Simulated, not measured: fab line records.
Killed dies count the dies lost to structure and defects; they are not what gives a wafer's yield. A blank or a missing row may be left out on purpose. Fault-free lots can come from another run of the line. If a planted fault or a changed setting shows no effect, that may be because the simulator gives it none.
fab line records	flow nand_harc
record lots=5	wafers=15	last_day=33
route steps=1302 shown A_SGD_CUT@901 END@1302
lots that met no fault: from a run of the same line without faults
start_h: hours from the record's opening day to when the first of the lot's shown wafers began	wait_h: hours since the lot's step before	" unchanged from the row above	L1.1+2: a single row standing in for several wafers	- value missing, or start not given	* or withheld: withheld	< > ~ a bound
route shown NAME@n: NAME is a module with steps in the file, n the number in the route of the first one	usual: mean/standard deviation of fault-free wafers	same: alike in all rows	chamber/n: place in a boat	sites: per-site readings	_std_site: the values' standard deviation	_edge_site: outer sites' mean less inner sites'	radius_mm: how far each site lies from the wafer's centre	mask NAME#n: copy n	behind: the most recent tool/chamber to have shaped the wafer	hold: the reason the lot was held/the length of the hold in hours/how it ended	device: names the non-switching transistor (n, p or np)	end of line: tests of these same wafers at the route's end	a step without rows: its recipe alone	killed: dies that structure and defects cost at the first sort, which is not the same as the wafer's yield	map: a wafer's dies, x killed, . not, _ none there
set.NAME: setting as actually run; set.NAME@STEP: the setting as run at that earlier step	model.NAME: the simulator's own value behind a step, which no gauge read
a table for each step, a row for each wafer; lots at some steps of the route
services: a tool's chamber out of use, with start hour (start_h, from the record's first day; less than 0 if before it), hours out, and reason
## steps
# step NHARC_A_SGD_CUT_CD_MEAS_09
# recipe target_cd_nm=100	landing_energy_ev=500
# usual cd_nm=99.8/0.65
lot.wafer	tool	chamber	start_h	wait_h	cd_nm
L863.2	cd_sem-02	0	444.54	-	101.2
L863.3	"	0	"	"	99.5
L863.6	"	0	"	"	100.0
L867.1	cd_sem-03	0	493.36	-	99.6
L867.2	"	0	"	"	99.8
L867.3	"	0	"	"	99.5
L875.1	cd_sem-02	0	591.49	-	99.2
L875.4	"	0	"	"	99.7
L875.5	"	0	"	"	99.2
L881.1	cd_sem-01	0	647.39	-	99.9
L881.3	"	0	"	"	99.8
L881.4	"	0	"	"	100.3
L883.3	cd_sem-01	0	662.21	-	99.5
L883.4	"	0	"	"	100.3
L883.6	"	0	"	"	99.6
# step NHARC_A_SGD_CUT_OVL_MEAS_10
# usual overlay_x_nm=-0.3/0.83	overlay_y_nm=0.0/0.76
lot.wafer	tool	chamber	start_h	wait_h	overlay_x_nm	overlay_y_nm
L863.2	overlay-01	-	444.62	-	0.2	-0.8
L863.3	"	-	"	"	-0.2	-0.8
L863.6	"	-	"	"	0.1	-0.3
L867.1	overlay-01	-	493.45	-	-0.3	0.2
L867.2	"	-	"	"	-0.4	0.1
L867.3	"	-	"	"	-0.8	-0.1
L875.1	overlay-01	-	591.58	-	0.4	1.2
L875.4	"	-	"	"	0.8	0.3
L875.5	"	-	"	"	0.1	0.2
L881.1	overlay-01	-	647.48	-	-1.4	0.6
L881.3	"	-	"	"	-1.6	0.4
L881.4	"	-	"	"	-1.4	1.1
L883.3	overlay-01	-	662.30	-	-1.2	-0.1
L883.4	"	-	"	"	-0.9	-0.5
L883.6	"	-	"	"	-1.1	-0.3
# step NHARC_A_SGD_CUT_INSPECT_11
# usual raw_defect_count=55/30
lot.wafer	tool	chamber	start_h	wait_h	raw_defect_count
L863.2	defect_inspect-02	-	444.66	0.0	68
L863.3	"	-	"	"	69
L863.6	"	-	"	"	75
L867.1	defect_inspect-01	-	493.48	0.0	73
L867.2	"	-	"	"	65
L867.3	"	-	"	"	59
L875.1	defect_inspect-02	-	591.61	0.0	36
L875.4	"	-	"	"	39
L875.5	"	-	"	"	40
L881.1	defect_inspect-02	-	647.52	0.0	60
L881.3	"	-	"	"	71
L881.4	"	-	"	"	64
L883.3	defect_inspect-02	-	662.33	0.0	53
L883.4	"	-	"	"	55
L883.6	"	-	"	"	51
# step NHARC_A_SGD_CUT_DESCUM_14
# recipe time_s=3	o2_flow_sccm=200	ar_flow_sccm=0	bias_power_w=0	chemistry=O2
# usual drypump_motor_current_A=5.8/0.41	oes_product_au=1.001/0.011	rf_vpp_V=58.0/0.99	showerhead_plenum_p_Torr=1.94/0.068	throttle_valve_pct=11.311/0.0086
lot.wafer	tool	chamber	start_h	wait_h	drypump_motor_current_A	oes_product_au	rf_hours_counter_h	rf_vpp_V	showerhead_plenum_p_Torr	throttle_valve_pct
L863.3	rie_diel-09	0	444.72	0.1	6.5	1.004	6	60.0	2.04	11.321
L863.2	"	1	"	"	5.2	1.007	7	58.7	1.99	11.319
L863.6	"	1	"	"	5.2	1.001	-	57.8	1.99	11.299
L867.3	rie_diel-09	1	493.55	0.1	5.2	1.007	9	59.0	1.99	11.309
L867.2	"	2	"	"	5.2	1.013	10	59.6	2.06	11.320
L867.1	"	3	"	"	6.3	1.000	9	56.5	2.00	11.297
L875.1	rie_diel-03	1	591.67	0.1	5.5	1.003	13	58.1	1.90	11.307
L875.4	"	3	"	"	6.0	0.996	11	57.7	1.93	11.310
L875.5	"	2	"	"	5.9	0.996	-	58.4	1.98	11.316
L881.4	rie_diel-09	0	647.58	0.1	6.5	0.985	7	59.6	2.03	11.309
L881.3	"	1	"	"	5.2	1.000	9	59.3	1.99	11.304
L881.1	"	3	"	"	6.2	1.008	7	58.7	2.00	11.314
L883.4	rie_diel-05	1	662.40	0.1	6.0	0.972	3	56.6	1.81	11.318
L883.3	"	3	"	"	6.0	0.993	4	58.3	1.92	11.311
L883.6	"	0	"	"	5.6	1.017	-	58.7	1.88	11.309
# step NHARC_A_SGD_CUT_ETCH_58
# recipe target_depth_a=390	over_etch_frac=0.3	time_s=65	ion_energy_ev=80	cf4_flow_sccm=150	ar_flow_sccm=0	rf_w=300	bias_w=100	chemistry=CF4
# usual drypump_motor_current_A=5.7/0.4	oes_product_au=1.001/0.011	rf_vpp_V=151.6/1.1	showerhead_plenum_p_Torr=1.80/0.06	throttle_valve_pct=13.283/0.0091
lot.wafer	tool	chamber	start_h	wait_h	drypump_motor_current_A	oes_product_au	rf_hours_counter_h	rf_vpp_V	showerhead_plenum_p_Torr	throttle_valve_pct
L863.3	rie_diel-09	3	444.81	0.1	6.2	0.999	6	152.1	1.85	13.307
L863.2	"	1	"	"	5.1	1.009	7	152.6	1.84	13.280
L863.6	"	0	"	"	6.5	1.007	-	153.0	1.87	13.286
L867.2	rie_diel-09	2	493.63	0.1	5.2	1.017	10	152.6	1.89	13.274
L867.1	"	3	"	"	6.3	1.011	9	151.5	1.84	13.289
L867.3	"	1	"	"	5.1	1.011	9	153.0	1.84	13.297
L875.1	rie_diel-03	3	591.76	0.1	6.0	0.996	11	151.8	1.79	13.295
L875.4	"	0	"	"	5.6	1.014	12	151.9	1.77	13.265
L875.5	"	3	"	"	6.0	0.998	-	151.9	1.79	13.289
L881.1	rie_diel-09	2	647.69	0.1	5.2	1.006	9	152.8	1.89	13.287
L881.3	"	0	"	"	6.5	1.005	7	152.1	1.87	13.286
L881.4	"	1	"	"	5.2	1.003	9	151.7	1.83	13.278
L883.3	rie_diel-05	3	662.49	0.1	6.0	1.005	4	151.4	1.78	13.288
L883.4	"	0	"	"	5.6	1.010	4	152.0	1.74	13.291
L883.6	"	1	"	"	6.0	0.989	-	149.2	1.68	13.282
# step NHARC_A_SGD_CUT_ETCH_59
# recipe target_depth_a=2600	over_etch_frac=0.25	time_s=406.25	ion_energy_ev=200	n2_flow_sccm=150	h2_flow_sccm=150	ar_flow_sccm=0	rf_w=400	bias_w=150	chemistry=N2/H2
# usual drypump_motor_current_A=5.8/0.4	oes_product_au=1.000/0.01	rf_vpp_V=431.6/2.2	showerhead_plenum_p_Torr=2.08/0.077	throttle_valve_pct=14.171/0.0092
lot.wafer	tool	chamber	start_h	wait_h	drypump_motor_current_A	oes_product_au	rf_hours_counter_h	rf_vpp_V	showerhead_plenum_p_Torr	throttle_valve_pct
L863.2	rie_diel-09	3	-	-	6.2	0.996	6	432.4	2.14	14.176
L863.3	"	1	"	"	5.2	1.000	7	432.5	2.13	14.171
L863.6	"	0	"	"	6.5	1.006	-	435.1	2.17	14.168
L867.3	rie_diel-09	0	-	-	6.5	0.998	9	435.2	2.17	14.165
L867.1	"	1	"	"	5.2	0.995	10	432.5	2.13	14.171
L867.2	"	2	"	"	5.2	1.004	10	434.6	2.20	14.168
L875.4	rie_diel-03	2	-	-	5.9	1.000	12	430.6	2.11	14.172
L875.1	"	1	"	"	5.5	1.004	13	431.3	2.02	14.182
L875.5	"	3	"	"	6.0	1.000	-	432.3	2.06	14.164
L881.3	rie_diel-09	2	-	-	5.2	1.012	9	435.4	2.19	14.182
L881.4	"	3	"	"	6.3	1.011	7	432.6	2.13	14.184
L881.1	"	0	"	"	6.5	0.986	7	435.5	2.17	14.169
L883.3	rie_diel-05	3	-	-	6.0	0.991	4	430.0	2.05	14.161
L883.4	"	0	"	"	5.6	1.013	4	429.1	2.00	14.174
L883.6	"	3	"	"	6.0	0.991	-	431.6	2.05	14.160
# step NHARC_A_SGD_CUT_ETCH_15
# recipe target_depth_a=750	time_s=64.3	ch3f_flow_sccm=50	o2_flow_sccm=30	ar_flow_sccm=200	rf_w=500	bias_w=100	chemistry=CH3F/O2
# usual drypump_motor_current_A=5.8/0.42	oes_product_au=0.957/0.019	rf_vpp_V=264.5/1.4	showerhead_plenum_p_Torr=2.50/0.087	throttle_valve_pct=20.662/0.0088
lot.wafer	tool	chamber	start_h	wait_h	drypump_motor_current_A	oes_product_au	rf_hours_counter_h	rf_vpp_V	showerhead_plenum_p_Torr	throttle_valve_pct
L863.2	rie_diel-09	3	-	-	6.3	0.974	6	265.3	2.57	20.654
L863.3	"	0	"	"	6.5	0.961	7	266.3	2.61	20.671
L863.6	"	2	"	"	5.2	0.980	-	267.3	2.64	20.667
L867.2	rie_diel-09	3	-	-	6.3	0.969	9	266.1	2.57	20.653
L867.1	"	1	"	"	5.2	0.970	10	265.0	2.56	20.646
L867.3	"	2	"	"	5.2	0.979	10	265.0	2.64	20.666
L875.4	rie_diel-03	3	-	-	6.0	0.930	11	264.7	2.48	20.670
L875.1	"	0	"	"	5.6	0.945	12	265.1	2.46	20.665
L875.5	"	2	"	"	5.9	0.922	-	264.9	2.54	20.675
L881.3	rie_diel-09	0	-	-	6.5	0.939	7	265.8	2.60	20.664
L881.1	"	1	"	"	5.2	0.934	9	265.7	2.55	20.649
L881.4	"	2	"	"	5.2	0.956	9	265.2	2.63	20.657
L883.3	rie_diel-05	2	-	-	5.2	0.973	4	265.9	2.58	20.657
L883.4	"	0	"	"	5.6	0.977	4	262.8	2.41	20.654
L883.6	"	2	"	"	5.2	0.960	-	265.3	2.58	20.670
# step NHARC_A_SGD_CUT_ETCH_16
# recipe target_depth_a=3105	time_s=155.2	c4f8_flow_sccm=withheld	o2_flow_sccm=8	ar_flow_sccm=withheld	rf_w=600	bias_w=800	chemistry=C4F8/O2/Ar
# step NHARC_A_SGD_CUT_STRIP_60
# recipe c4f8_flow_sccm=withheld	o2_flow_sccm=8	ar_flow_sccm=withheld	bias_w=0	chemistry=C4F8/O2/Ar
# step NHARC_A_SGD_CUT_STRIP_17
# recipe o2_flow_sccm=500	ar_flow_sccm=0	bias_w=0	chemistry=O2
# step NHARC_A_SGD_CUT_PRECLEAN_18
# recipe time_s=*	temp_c=50	bath_age_min=0	chemistry=SC1
# step NHARC_A_SGD_CUT_SRD_19
# step NHARC_A_SGD_CUT_DEP_20
# recipe target_thk_a=1500	temp_c=65	material=SiO2
lot.wafer	tool	chamber	start_h	wait_h
L863.2+3+6	fcvd-02	0	445.86	-
L867.1+2+3	fcvd-01	1,0,0	494.66	-
L875.1+4+5	fcvd-02	1	592.80	-
L881.1+4+3	fcvd-01	0,0,1	649.05	-
L883.3+4+6	fcvd-01	0,1,1	663.57	-
# step NHARC_A_SGD_CUT_ANNEAL_27
# recipe temp_c=450	time_s=1800
# step NHARC_A_SGD_CUT_CMP_21
# recipe target_thk_nm=148.19
# usual motor_current_A=12.2/0.93	time_to_endpoint_s=50.2/2.3
lot.wafer	tool	chamber	start_h	wait_h	motor_current_A	time_to_endpoint_s
L863.3	cmp-04	1	450.83	0.4	14.2	49.5
L863.2	"	2	"	"	12.5	50.0
L863.6	"	2	"	"	13.5	47.9
L867.3	cmp-04	2	498.36	0.4	12.7	54.1
L867.2	"	0	"	"	11.3	53.4
L867.1	"	1	"	"	14.0	51.2
L875.4	cmp-02	2	600.34	0.4	12.1	51.6
L875.1	"	3	"	"	13.2	56.2
L875.5	"	2	"	"	12.0	54.0
L881.4	cmp-02	3	653.53	0.4	12.4	49.5
L881.3	"	0	"	"	12.6	46.1
L881.1	"	1	"	"	12.1	46.0
L883.3	cmp-04	2	669.13	0.4	12.9	50.0
L883.4	"	3	"	"	11.3	48.2
L883.6	"	2	"	"	12.4	51.6
# step NHARC_A_SGD_CUT_THK_MEAS_22
# recipe thk_meas_gauge=ellipsometry
# usual thk_nm=148.3/1.2
lot.wafer	tool	chamber	start_h	wait_h	thk_nm
L863.2	film_metro-02	-	451.09	0.2	148.6
L863.3	"	-	"	"	147.5
L863.6	"	-	"	"	148.3
L867.1	film_metro-01	-	498.61	0.2	149.8
L867.2	"	-	"	"	147.0
L867.3	"	-	"	"	148.9
L875.1	film_metro-02	-	600.57	0.2	147.6
L875.4	"	-	"	"	145.5
L875.5	"	-	"	"	143.5
L881.1	film_metro-02	-	653.79	0.2	147.6
L881.3	"	-	"	"	146.3
L881.4	"	-	"	"	149.0
L883.3	film_metro-02	-	669.36	0.2	148.0
L883.4	"	-	"	"	149.2
L883.6	"	-	"	"	148.1
# step NHARC_A_SGD_CUT_SRD_23
# step NHARC_END_SORT_01
# recipe temp_c=25
# usual killed_at_array=59/19	killed_at_other=1.0/1.1	killed_at_periphery=3.8/2.4	killed_dies=64/19	killed_open=3.3/2	killed_short=2.4/1.6
# same gross_dies=677
lot.wafer	tool	chamber	start_h	wait_h	killed_at_array	killed_at_other	killed_at_periphery	killed_dies	killed_open	killed_short
L875.1	prober-01	0	718.52	2.5	49	1	0	50	0	0
L875.4	prober-01	0	720.91	3.4	49	1	1	51	5	1
L875.5	prober-01	0	721.71	3.7	50	5	4	59	2	0
# killed by level:class
L875.1 A_SLIT:chamber_film_flake=26 A_CHANNEL_HOLE_D2:chamber_film_flake=12 A_CHANNEL_HOLE_D1:chamber_film_flake=7 A_SGD_CUT:chamber_film_flake=4 THIN_TSV:chamber_film_flake=1
L875.4 A_SLIT:chamber_film_flake=18 A_CHANNEL_HOLE_D2:chamber_film_flake=14 A_CHANNEL_HOLE_D1:chamber_film_flake=11 P_GATE:geometric_particle:open=1 A_SOURCE_PLATE:geometric_particle:open=1 A_SOURCE_PLATE:geometric_particle:short=1 A_WL_FILL:geometric_particle:open=1 A_BLC:geometric_particle:open=1
L875.5 A_SLIT:chamber_film_flake=29 A_CHANNEL_HOLE_D2:chamber_film_flake=14 A_CHANNEL_HOLE_D1:chamber_film_flake=5 THIN_TSV:chamber_film_flake=5 P_CONTACT:chamber_film_flake=2 P_CONTACT:geometric_particle:open=1 P_M1:geometric_particle:open=1 A_STAIRCASE:chamber_film_flake=1
## services
tool	chamber	start_h	hours	kind
rie_diel-05	2	439.92	6.4	repair
fcvd-01	1	443.24	11.0	repair
rie_diel-03	0	453.88	6.7	repair
rie_diel-03	1	455.48	5.2	repair
rie_diel-03	2	456.07	6.8	repair
rie_diel-03	-	458.32	9.0	pm
cmp-04	-	464.34	0.8	repair
rie_diel-03	3	471.07	6.6	repair
rie_diel-09	-	497.10	9.0	pm
cmp-04	-	504.02	4.0	pm
fcvd-01	1	511.24	9.5	repair
rie_diel-05	0	516.17	3.4	repair
rie_diel-05	1	528.97	7.0	repair
rie_diel-09	-	532.42	2.3	repair
rie_diel-05	-	540.57	0.5	repair
rie_diel-03	0	549.48	8.5	repair
rie_diel-05	-	559.26	0.2	repair
rie_diel-05	-	583.60	9.0	pm
rie_diel-05	1	604.13	9.0	repair
rie_diel-03	3	605.76	18.8	repair
rie_diel-09	0	607.70	6.0	repair
rie_diel-09	1	613.34	5.3	repair
rie_diel-03	-	635.32	9.0	pm
rie_diel-05	2	666.30	16.3	repair
## key
first_sign step=NHARC_A_SGD_CUT_THK_MEAS_22	reading=thk_nm	direction=down	sigmas=3	usual=148.3	struck=144.5
effect none on later readings
met_at NHARC_A_SGD_CUT_DEP_20
struck_wafers L875.4,L875.5
tester_left_out L875
onset_between 445.86 592.80
fault kind=process_parameter_drift	tool=fcvd-02	chamber=-	onset_h=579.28	steps=NHARC_A_SGD_CUT_DEP_20	channel=target_thk_a	offset=*	shape=step	end_h=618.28	scope=struck_wafers_only	acts_in=*	stated=*
# tester_left_out: of these lots the tester's yield and bins aren't shown, on N5 and GAA mostly nor the transistor test; their killed dies are dies lost to structure and defects alone, not to doping, threshold or leakage, so they don't give the yield
